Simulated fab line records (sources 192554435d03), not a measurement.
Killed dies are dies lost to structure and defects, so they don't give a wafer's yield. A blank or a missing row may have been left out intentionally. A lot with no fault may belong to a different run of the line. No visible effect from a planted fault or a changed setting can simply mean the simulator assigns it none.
Split-lot study | flow n5Finfet | 21 wafers read from 7 lots, route of 1938 steps

THE SPLIT ITSELF
At N5_SD_EPI_N_ETCH_45 (etches SiOCN in CH3F/O2, target depth 6 nm), the setting targetDepthA was moved away from the recipe's 60 angstrom on 7 of the 21 wafers read, by -9.5% to +9.4%. All remaining wafers had this setting at the recipe value.

The reading comes from the split's own step.

THE READING
etch.depthNm (the simulator's own value, which no gauge read), in nm, at N5_SD_EPI_N_ETCH_45 (etches SiOCN in CH3F/O2, target depth 6 nm). There is no usual value for it anywhere in the file. Average 5.983 nm, standard deviation 0.11 nm, over the 14 wafers here run with the recipe.

wafer  | tool, chamber at the split | targetDepthA as run, angstrom | against the recipe | etch.depthNm, nm | against lot-mates on the recipe
L075.1 | rieDiel-05, 0              | 60                            | recipe             | 5.868            | -
L075.3 | rieDiel-05, 1              | 54.28                         | -9.5%              | 5.452            | -0.416
L075.4 | rieDiel-05, 2              | 54.28                         | -9.5%              | 5.342            | -0.526
L083.1 | rieDiel-05, 1              | 60                            | recipe             | 6.067            | -
L083.3 | rieDiel-05, 0              | 62.06                         | +3.4%              | 6.034            | +0.036
L083.4 | rieDiel-05, 3              | 60                            | recipe             | 5.929            | -
L085.1 | rieDiel-06, 1              | 58.01                         | -3.3%              | 5.694            | -0.188
L085.3 | rieDiel-06, 3              | 58.01                         | -3.3%              | 5.792            | -0.090
L085.4 | rieDiel-06, 2              | 60                            | recipe             | 5.882            | -
L088.1 | rieDiel-04, 0              | 60                            | recipe             | 6.131            | -
L088.3 | rieDiel-04, 3              | 60                            | recipe             | 6.153            | -
L088.6 | rieDiel-04, 0              | 60                            | recipe             | 6.071            | -
L091.1 | rieDiel-06, 2              | 60                            | recipe             | 5.907            | -
L091.4 | rieDiel-06, 0              | 65.62                         | +9.4%              | 6.712            | +0.813
L091.5 | rieDiel-06, 2              | 60                            | recipe             | 5.89             | -
L095.3 | rieDiel-06, 2              | 60                            | recipe             | 5.804            | -
L095.4 | rieDiel-06, 1              | 54.77                         | -8.7%              | 5.364            | -0.509
L095.6 | rieDiel-06, 1              | 60                            | recipe             | 5.941            | -
L096.1 | rieDiel-06, 2              | 60                            | recipe             | 5.928            | -
L096.5 | rieDiel-06, 0              | 60                            | recipe             | 6.136            | -
L096.6 | rieDiel-06, 3              | 60                            | recipe             | 6.057            | -

THE FIT
A straight line over all 21 wafers: etch.depthNm changes by +0.0662 nm for each +1% of targetDepthA; r = +0.93; the points scatter about the line by 0.11 nm.
The same after taking each lot's own level away (the mean of its wafers on the recipe; 21 wafers): +0.0593 nm for each +1%; r = +0.94; scatter 0.094 nm.
On that fit, the largest move of targetDepthA shifts the reading by 0.57 nm.
Across the lots, their own levels run from 5.8680 to 6.1183 nm, a range of 2.3 times the standard deviation given above.
So the lot-to-lot level changes the slope: the two fits differ.
Check: with one of the wafers moved furthest among these (-9.5%) left out of the fit, the line predicts -0.59 nm for it against its lot-mates. Against them it came out at -0.416 nm.

OTHER SPLITS ON THESE WAFERS
Note: prior to the reading, these wafers also went through further splits. Each is held against what the fit with the lots' levels taken away leaves over:
other split on the same wafers          | wafers away from the commonest value | r with etch.depthNm (lot level and that fit taken away)
N5_WELL_APT_COAT_02 spinRpm             | 8                                    | +0.26
N5_PMOS_HMC_CHANNEL_EPI_HM_DEP_34 timeS | 6                                    | -0.16
N5_DUMMY_GATE_COAT_35 spinRpm           | 7                                    | +0.31

FILE'S OWN FIT
etch.depthNm changes by +0.0617 nm for each +1% of targetDepthA, r = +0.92.
